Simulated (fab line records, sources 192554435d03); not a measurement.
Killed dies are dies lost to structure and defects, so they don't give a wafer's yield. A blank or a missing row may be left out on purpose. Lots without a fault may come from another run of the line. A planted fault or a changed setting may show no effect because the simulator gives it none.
Chamber matching | flow n5_finfet | N5_MOL_CONTACT_COAG_ETCHBACK_134 on rie_diel-04: 4 sister chambers
The step etches SiO2 in CHF3, target depth 10 nm, time 6.7 s. 30 wafers are shown with their chamber, then 12 later ones without.

WAFERS WITH THEIR CHAMBER
wafer  | chamber | showerhead_plenum_p_Torr (Torr) | drypump_motor_current_A (A) | throttle_valve_pct (%)
L074.1 | 0       | 2.53                            | 6.4                         | 18.39
L074.2 | 1       | 2.27                            | 6.1                         | 18.56
L074.3 | 2       | 2.33                            | 6.1                         | 18.82
L075.1 | 0       | 2.53                            | 6.4                         | 18.40
L075.4 | 2       | 2.33                            | 6.1                         | 18.82
L075.5 | 3       | 2.36                            | 6.0                         | 18.56
L076.1 | 0       | 2.53                            | 6.4                         | 18.41
L076.5 | 1       | 2.27                            | 6.1                         | 18.55
L076.6 | 2       | 2.33                            | 6.1                         | 18.82
L077.2 | 0       | 2.53                            | 6.4                         | 18.40
L077.3 | 3       | 2.36                            | 6.0                         | 18.57
L077.6 | 0       | 2.53                            | 6.4                         | 18.40
L078.2 | 3       | 2.36                            | 6.0                         | 18.58
L078.5 | 0       | 2.53                            | 6.4                         | 18.39
L078.6 | 3       | 2.36                            | 6.0                         | 18.57
L083.1 | 0       | 2.52                            | 6.4                         | 18.41
L083.3 | 2       | 2.32                            | 6.1                         | 18.84
L083.5 | 0       | 2.52                            | 6.4                         | 18.43
L084.1 | 2       | 2.32                            | 6.1                         | 18.83
L084.2 | 3       | 2.35                            | 6.0                         | 18.59
L084.5 | 0       | 2.52                            | 6.3                         | 18.41
L086.1 | 3       | 2.35                            | 6.0                         | 18.60
L086.4 | 2       | 2.32                            | 6.0                         | 18.84
L086.5 | 0       | 2.52                            | 6.4                         | 18.41
L087.1 | 2       | 2.32                            | 6.1                         | 18.85
L087.5 | 2       | 2.32                            | 6.1                         | 18.86
L087.6 | 1       | 2.26                            | 6.1                         | 18.59
L089.1 | 1       | 2.26                            | 6.1                         | 18.60
L089.2 | 2       | 2.32                            | 6.1                         | 18.85
L089.5 | 3       | 2.35                            | 6.0                         | 18.62

SIGNATURES (means of the wafers above)
reading                  | chamber 0 | chamber 1 | chamber 2 | chamber 3 | scatter within a chamber
showerhead_plenum_p_Torr | 2.5260    | 2.2650    | 2.3233    | 2.3557    | 0.00523
drypump_motor_current_A  | 6.390     | 6.100     | 6.089     | 6.000     | 0.0262
throttle_valve_pct       | 18.4050   | 18.5750   | 18.8367   | 18.5843   | 0.0168
Rule: a wafer's distance from a chamber is the root of the sum, over the readings, of the square of ((its reading less the chamber's mean) divided by the reading's scatter). The wafer belongs to the nearest chamber; if the next one is less than 2 further off, it can't be placed. The scatter: the root of (the sum of the squares of (reading less its chamber's mean) over the shown wafers, divided by (wafers less chambers)).

WAFERS WITHOUT THEIR CHAMBER
wafer  | showerhead_plenum_p_Torr (Torr) | drypump_motor_current_A (A) | throttle_valve_pct (%)
L091.3 | 2.26                            | 6.1                         | 18.60
L091.4 | 2.35                            | 6.0                         | 18.64
L091.5 | 2.52                            | 6.4                         | 18.45
L092.1 | 2.52                            | 6.4                         | 18.45
L092.3 | 2.26                            | 6.1                         | 18.60
L092.5 | 2.32                            | 6.1                         | 18.89
L095.2 | 2.31                            | 6.1                         | 18.90
L095.5 | 2.31                            | 6.1                         | 18.88
L095.6 | 2.25                            | 6.1                         | 18.60
L097.2 | 2.25                            | 6.1                         | 18.63
L097.4 | 2.51                            | 6.4                         | 18.47
L097.6 | 2.51                            | 6.3                         | 18.48

WHICH CHAMBER EACH WENT THROUGH
wafer  | from the rows above | in truth
L091.3 | 1                   | 1
L091.4 | 3                   | 3
L091.5 | 0                   | 0
L092.1 | 0                   | 0
L092.3 | 1                   | 1
L092.5 | 2                   | 2
L095.2 | 2                   | 2
L095.5 | 2                   | 2
L095.6 | 1                   | 1
L097.2 | 1                   | 1
L097.4 | 0                   | 0
L097.6 | 0                   | 0
Placed correctly: 12 of 12. Can't be placed from these rows: 0. Placed wrongly: 0.
